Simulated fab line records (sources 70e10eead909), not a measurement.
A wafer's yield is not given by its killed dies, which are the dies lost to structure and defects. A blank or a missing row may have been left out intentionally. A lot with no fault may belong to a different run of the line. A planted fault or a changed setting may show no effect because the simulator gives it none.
fab line records || flow nand_harc
record: {"lots": 6, "wafers": 18, "last_day": 25}
route steps=1159 shown P_ZERO_WELL@66 P_STI@69 END@1159
lots untouched by any fault: they come from a run of this same line in which no faults occurred
start_h: the number of hours between the record's first day and the start of the first shown wafer of the lot || wait_h: hours elapsed since this lot's preceding step || " same as the row above || L1.1+2: several wafers, shown together as one row || - no value present, or no start provided || * or withheld: withheld || < > ~ a bound
route shown NAME@n: names a module that has steps shown in the file, with the first one's number in the route || usual: mean and standard deviation over wafers with no fault || same: alike in all rows || chamber/n: place in a boat || sites: readings site by site || _std_site: the values' standard deviation || _edge_site: inner sites' mean taken away from outer sites' mean || radius_mm: how far each site lies from the wafer's centre || mask NAME#n: copy n || behind: the most recent tool/chamber to have shaped the wafer || hold: cause of the lot's hold/its duration in hours/its outcome || device: the n, p or np transistor that did not switch || end of line: at the end of the route, the tests of the same wafers || for a step that has no rows: nothing shown but its recipe || killed: at the first sort, the dies lost to defects and structure; wafer yield is something else || map: dies across one wafer; x = killed, . = not, _ = none there
set.NAME: setting as actually run; set.NAME@STEP: the setting as run at that earlier step || model.NAME: the simulator's own value behind a step, which no gauge read
lots at selected steps of the route; one table per step, one row per wafer
services: when a tool's chamber went out of use (start_h, in hours from the record's first day, below 0 if earlier), for how many hours, and the reason
== steps ==
step: NHARC_P_ZERO_WELL_SRD_69
step: NHARC_P_ZERO_WELL_RTA_42
recipe: {"temp_c": 1100, "time_s": 300}
usual: {"lamp_power_pct": "35.99/0.22", "wafer_temp_C_max": "1105.9/1.4"}
{"lot.wafer": "L554.2", "tool": "rtp_anneal-02", "chamber": 0, "start_h": 37.01, "wait_h": "-", "lamp_power_pct": 35.73, "wafer_temp_C_max": 1105.8}
{"lot.wafer": "L554.4", "tool": "rtp_anneal-02", "chamber": 0, "start_h": 37.01, "wait_h": "-", "lamp_power_pct": 35.77, "wafer_temp_C_max": 1107.5}
{"lot.wafer": "L554.5", "tool": "rtp_anneal-02", "chamber": 0, "start_h": 37.01, "wait_h": "-", "lamp_power_pct": 35.77, "wafer_temp_C_max": 1106.1}
{"lot.wafer": "L556.3", "tool": "rtp_anneal-01", "chamber": 0, "start_h": 49.37, "wait_h": "-", "lamp_power_pct": 36.16, "wafer_temp_C_max": 1103.0}
{"lot.wafer": "L556.4", "tool": "rtp_anneal-01", "chamber": 0, "start_h": 49.37, "wait_h": "-", "lamp_power_pct": 36.11, "wafer_temp_C_max": 1106.4}
{"lot.wafer": "L556.5", "tool": "rtp_anneal-01", "chamber": 0, "start_h": 49.37, "wait_h": "-", "lamp_power_pct": 36.19, "wafer_temp_C_max": 1104.6}
{"lot.wafer": "L564.1", "tool": "rtp_anneal-01", "chamber": 0, "start_h": 96.99, "wait_h": "-", "lamp_power_pct": 36.17, "wafer_temp_C_max": 1104.1}
{"lot.wafer": "L564.2", "tool": "rtp_anneal-01", "chamber": 0, "start_h": 96.99, "wait_h": "-", "lamp_power_pct": 36.16, "wafer_temp_C_max": 1103.6}
{"lot.wafer": "L564.3", "tool": "rtp_anneal-01", "chamber": 0, "start_h": 96.99, "wait_h": "-", "lamp_power_pct": 36.18, "wafer_temp_C_max": 1105.7}
{"lot.wafer": "L566.1", "tool": "rtp_anneal-02", "chamber": 0, "start_h": 108.98, "wait_h": "-", "lamp_power_pct": 35.75, "wafer_temp_C_max": 1107.3}
{"lot.wafer": "L566.2", "tool": "rtp_anneal-02", "chamber": 0, "start_h": 108.98, "wait_h": "-", "lamp_power_pct": 35.80, "wafer_temp_C_max": 1105.4}
{"lot.wafer": "L566.4", "tool": "rtp_anneal-02", "chamber": 0, "start_h": 108.98, "wait_h": "-", "lamp_power_pct": 35.76, "wafer_temp_C_max": 1105.6}
{"lot.wafer": "L573.1", "tool": "rtp_anneal-02", "chamber": 0, "start_h": 151.15, "wait_h": "-", "lamp_power_pct": 35.76, "wafer_temp_C_max": 1106.1}
{"lot.wafer": "L573.2", "tool": "rtp_anneal-02", "chamber": 0, "start_h": 151.15, "wait_h": "-", "lamp_power_pct": 35.79, "wafer_temp_C_max": 1106.1}
{"lot.wafer": "L573.3", "tool": "rtp_anneal-02", "chamber": 0, "start_h": 151.15, "wait_h": "-", "lamp_power_pct": 35.78, "wafer_temp_C_max": 1107.4}
{"lot.wafer": "L574.3", "tool": "rtp_anneal-01", "chamber": 0, "start_h": 157.22, "wait_h": "-", "lamp_power_pct": 36.27, "wafer_temp_C_max": 1105.6}
{"lot.wafer": "L574.4", "tool": "rtp_anneal-01", "chamber": 0, "start_h": 157.22, "wait_h": "-", "lamp_power_pct": 36.17, "wafer_temp_C_max": 1105.2}
{"lot.wafer": "L574.6", "tool": "rtp_anneal-01", "chamber": 0, "start_h": 157.22, "wait_h": "-", "lamp_power_pct": 36.24, "wafer_temp_C_max": 1105.5}
step: NHARC_P_ZERO_WELL_INSPECT_43
usual: {"raw_defect_count": "13/6.7"}
{"lot.wafer": "L554.2", "tool": "defect_inspect-01", "chamber": "-", "start_h": 37.60, "wait_h": 0.5, "raw_defect_count": 10}
{"lot.wafer": "L554.4", "tool": "defect_inspect-01", "chamber": "-", "start_h": 37.60, "wait_h": 0.5, "raw_defect_count": 17}
{"lot.wafer": "L554.5", "tool": "defect_inspect-01", "chamber": "-", "start_h": 37.60, "wait_h": 0.5, "raw_defect_count": 13}
{"lot.wafer": "L556.3", "tool": "defect_inspect-01", "chamber": "-", "start_h": 49.83, "wait_h": 0.4, "raw_defect_count": 20}
{"lot.wafer": "L556.4", "tool": "defect_inspect-01", "chamber": "-", "start_h": 49.83, "wait_h": 0.4, "raw_defect_count": 7}
{"lot.wafer": "L556.5", "tool": "defect_inspect-01", "chamber": "-", "start_h": 49.83, "wait_h": 0.4, "raw_defect_count": 9}
{"lot.wafer": "L564.1", "tool": "defect_inspect-02", "chamber": "-", "start_h": 97.67, "wait_h": 0.6, "raw_defect_count": 6}
{"lot.wafer": "L564.2", "tool": "defect_inspect-02", "chamber": "-", "start_h": 97.67, "wait_h": 0.6, "raw_defect_count": 7}
{"lot.wafer": "L564.3", "tool": "defect_inspect-02", "chamber": "-", "start_h": 97.67, "wait_h": 0.6, "raw_defect_count": 7}
{"lot.wafer": "L566.1", "tool": "defect_inspect-02", "chamber": "-", "start_h": 109.66, "wait_h": 0.6, "raw_defect_count": 13}
{"lot.wafer": "L566.2", "tool": "defect_inspect-02", "chamber": "-", "start_h": 109.66, "wait_h": 0.6, "raw_defect_count": 7}
{"lot.wafer": "L566.4", "tool": "defect_inspect-02", "chamber": "-", "start_h": 109.66, "wait_h": 0.6, "raw_defect_count": 8}
{"lot.wafer": "L573.1", "tool": "defect_inspect-02", "chamber": "-", "start_h": 151.83, "wait_h": 0.6, "raw_defect_count": 16}
{"lot.wafer": "L573.2", "tool": "defect_inspect-02", "chamber": "-", "start_h": 151.83, "wait_h": 0.6, "raw_defect_count": 8}
{"lot.wafer": "L573.3", "tool": "defect_inspect-02", "chamber": "-", "start_h": 151.83, "wait_h": 0.6, "raw_defect_count": 7}
{"lot.wafer": "L574.3", "tool": "defect_inspect-02", "chamber": "-", "start_h": 157.68, "wait_h": 0.4, "raw_defect_count": 6}
{"lot.wafer": "L574.4", "tool": "defect_inspect-02", "chamber": "-", "start_h": 157.68, "wait_h": 0.4, "raw_defect_count": 9}
{"lot.wafer": "L574.6", "tool": "defect_inspect-02", "chamber": "-", "start_h": 157.68, "wait_h": 0.4, "raw_defect_count": 11}
step: NHARC_P_STI_ETCH_26
recipe: {"target_depth_a": 110, "chemistry": "dHF", "material": "SiO2"}
step: NHARC_P_STI_PRECLEAN_27
recipe: {"time_s": "*", "temp_c": 50, "bath_age_min": 0, "chemistry": "SC1"}
step: NHARC_P_STI_SRD_28
step: NHARC_P_STI_OXIDE_29
recipe: {"target_thk_a": 100, "temp_c": 900, "ox_time_s": 1362, "material": "SiO2"}
step: NHARC_P_STI_HM_DEP_30
recipe: {"target_thk_a": 800, "temp_c": 790, "pressure_mtorr": 300, "time_s": 873, "material": "Si3N4"}
step: NHARC_P_STI_DEHYDRATE_01
recipe: {"temp_c": 150, "time_s": 120}
step: NHARC_P_STI_HMDS_02
recipe: {"time_s": 30}
step: NHARC_P_STI_COAT_41
recipe: {"temp_c": 200, "time_s": 65}
step: NHARC_P_STI_COAT_03
recipe: {"spin_rpm": 2000, "resist_thk_nm": 600}
step: NHARC_P_STI_SOFTBAKE_04
recipe: {"temp_c": 125, "time_s": 70}
usual: {"heater_power_total_W": "201.0/1.4", "plate_temp_C": "125.00/0.15"}
{"lot.wafer": "L554.2", "tool": "litho_track-05", "chamber": 0, "start_h": 52, "wait_h": "-", "heater_power_total_W": 199.2, "plate_temp_C": 124.95}
{"lot.wafer": "L554.4", "tool": "litho_track-05", "chamber": 0, "start_h": 52, "wait_h": "-", "heater_power_total_W": 200.0, "plate_temp_C": 124.81}
{"lot.wafer": "L554.5", "tool": "litho_track-05", "chamber": 0, "start_h": 52, "wait_h": "-", "heater_power_total_W": 198.8, "plate_temp_C": 124.82}
{"lot.wafer": "L556.3", "tool": "litho_track-02", "chamber": 0, "start_h": 62, "wait_h": "-", "heater_power_total_W": 199.6, "plate_temp_C": 125.46}
{"lot.wafer": "L556.4", "tool": "litho_track-02", "chamber": 0, "start_h": 62, "wait_h": "-", "heater_power_total_W": 199.7, "plate_temp_C": 125.30}
{"lot.wafer": "L556.5", "tool": "litho_track-02", "chamber": 0, "start_h": 62, "wait_h": "-", "heater_power_total_W": 200.1, "plate_temp_C": 125.10}
{"lot.wafer": "L564.1", "tool": "litho_track-05", "chamber": 0, "start_h": 116, "wait_h": "-", "heater_power_total_W": 233.8, "plate_temp_C": "-"}
{"lot.wafer": "L564.2", "tool": "litho_track-05", "chamber": 0, "start_h": 116, "wait_h": "-", "heater_power_total_W": 232.8, "plate_temp_C": "-"}
{"lot.wafer": "L564.3", "tool": "litho_track-05", "chamber": 0, "start_h": 116, "wait_h": "-", "heater_power_total_W": 200.3, "plate_temp_C": 124.96}
{"lot.wafer": "L566.1", "tool": "litho_track-05", "chamber": 0, "start_h": 121, "wait_h": "-", "heater_power_total_W": 232.5, "plate_temp_C": "-"}
{"lot.wafer": "L566.2", "tool": "litho_track-05", "chamber": 0, "start_h": 121, "wait_h": "-", "heater_power_total_W": 235.1, "plate_temp_C": "-"}
{"lot.wafer": "L566.4", "tool": "litho_track-05", "chamber": 0, "start_h": 121, "wait_h": "-", "heater_power_total_W": 202.4, "plate_temp_C": 124.71}
{"lot.wafer": "L573.1", "tool": "litho_track-07", "chamber": 0, "start_h": 163, "wait_h": "-", "heater_power_total_W": 199.7, "plate_temp_C": 124.72}
{"lot.wafer": "L573.2", "tool": "litho_track-07", "chamber": 0, "start_h": 163, "wait_h": "-", "heater_power_total_W": 201.5, "plate_temp_C": 124.98}
{"lot.wafer": "L573.3", "tool": "litho_track-07", "chamber": 0, "start_h": 163, "wait_h": "-", "heater_power_total_W": 202.4, "plate_temp_C": 124.83}
{"lot.wafer": "L574.3", "tool": "litho_track-02", "chamber": 0, "start_h": 175, "wait_h": "-", "heater_power_total_W": 201.9, "plate_temp_C": 124.88}
{"lot.wafer": "L574.4", "tool": "litho_track-02", "chamber": 0, "start_h": 175, "wait_h": "-", "heater_power_total_W": 198.8, "plate_temp_C": 125.13}
{"lot.wafer": "L574.6", "tool": "litho_track-02", "chamber": 0, "start_h": 175, "wait_h": "-", "heater_power_total_W": 201.7, "plate_temp_C": 124.88}
step: NHARC_P_STI_EBR_05
step: NHARC_END_SORT_01
recipe: {"temp_c": 25}
usual: {"killed_at_array": "25/9.2", "killed_at_other": "0.9/1.3", "killed_at_periphery": "3.3/2.3", "killed_dies": "29/9.6", "killed_open": "3.2/1.8", "killed_short": "2/1.4"}
same: {"gross_dies": 677}
{"lot.wafer": "L556.3", "tool": "prober-02", "chamber": 0, "start_h": 449.56, "wait_h": 3.1, "killed_at_array": 12, "killed_at_other": 0, "killed_at_periphery": 2, "killed_dies": 14, "killed_open": 1, "killed_short": 1}
{"lot.wafer": "L556.4", "tool": "prober-02", "chamber": 0, "start_h": 450.37, "wait_h": 3.4, "killed_at_array": 11, "killed_at_other": 1, "killed_at_periphery": 1, "killed_dies": 13, "killed_open": 5, "killed_short": 2}
{"lot.wafer": "L556.5", "tool": "prober-02", "chamber": 0, "start_h": 451.17, "wait_h": 3.7, "killed_at_array": 14, "killed_at_other": 0, "killed_at_periphery": 3, "killed_dies": 17, "killed_open": 5, "killed_short": 2}
killed by level:class
L556.3 A_CONTACT:chamber_film_flake=4 A_CHANNEL_HOLE_D1:chamber_film_flake=3 A_STAIRCASE:chamber_film_flake=2 A_CHANNEL_FILL_D1:geometric_particle:short=1 A_BLC:geometric_particle:open=1 P_ZERO_WELL:chamber_film_flake=1 P_STI:chamber_film_flake=1 A_CHANNEL_FILL_D1:chamber_film_flake=1
L556.4 A_CONTACT:chamber_film_flake=3 A_BLC:geometric_particle:open=2 P_GATE:geometric_particle:open=1 A_ONON_D1:geometric_particle:open=1 A_ONON_D1:geometric_particle:short=1 A_WL_FILL:geometric_particle:open=1 A_M0:geometric_particle:short=1 A_ZERO_WELL:chamber_film_flake=1
L556.5 A_CHANNEL_HOLE_D1:chamber_film_flake=4 A_STAIRCASE:chamber_film_flake=2 A_CONTACT:chamber_film_flake=2 P_M0:geometric_particle:open=1 A_SOURCE_PLATE:geometric_particle:short=1 A_ONON_D1:geometric_particle:open=1 A_CHANNEL_FILL_D1:geometric_particle:open=1 A_CONTACT:geometric_particle:open=1
== services ==
{"tool": "litho_track-07", "chamber": "-", "start_h": 14.00, "hours": 7.0, "kind": "pm"}
{"tool": "litho_track-05", "chamber": "-", "start_h": 62.01, "hours": 7.0, "kind": "pm"}
{"tool": "litho_track-02", "chamber": "-", "start_h": 165.00, "hours": 7.0, "kind": "pm"}
== key ==
first_sign: {"step": "NHARC_P_STI_SOFTBAKE_04", "reading": "heater_power_total_W", "direction": "up", "sigmas": 24, "usual": "*", "struck": "*"}
effect none on later readings
met_at NHARC_P_STI_SOFTBAKE_04
struck_wafers L564.1,L564.2,L566.1,L566.2
tester_left_out L564,L566
onset_between 52 116
fault: {"kind": "process_parameter_drift", "tool": "litho_track-05", "chamber": "-", "onset_h": 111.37, "steps": "NHARC_P_STI_SOFTBAKE_04", "channel": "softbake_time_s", "offset": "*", "shape": "step", "end_h": 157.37, "scope": "struck_wafers_only", "acts_in": "*", "stated": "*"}
tester_left_out: of these lots the tester's yield and bins aren't shown, on N5 and GAA mostly nor the transistor test; their killed dies are dies lost to structure and defects alone, not to doping, threshold or leakage, so they don't give the yield
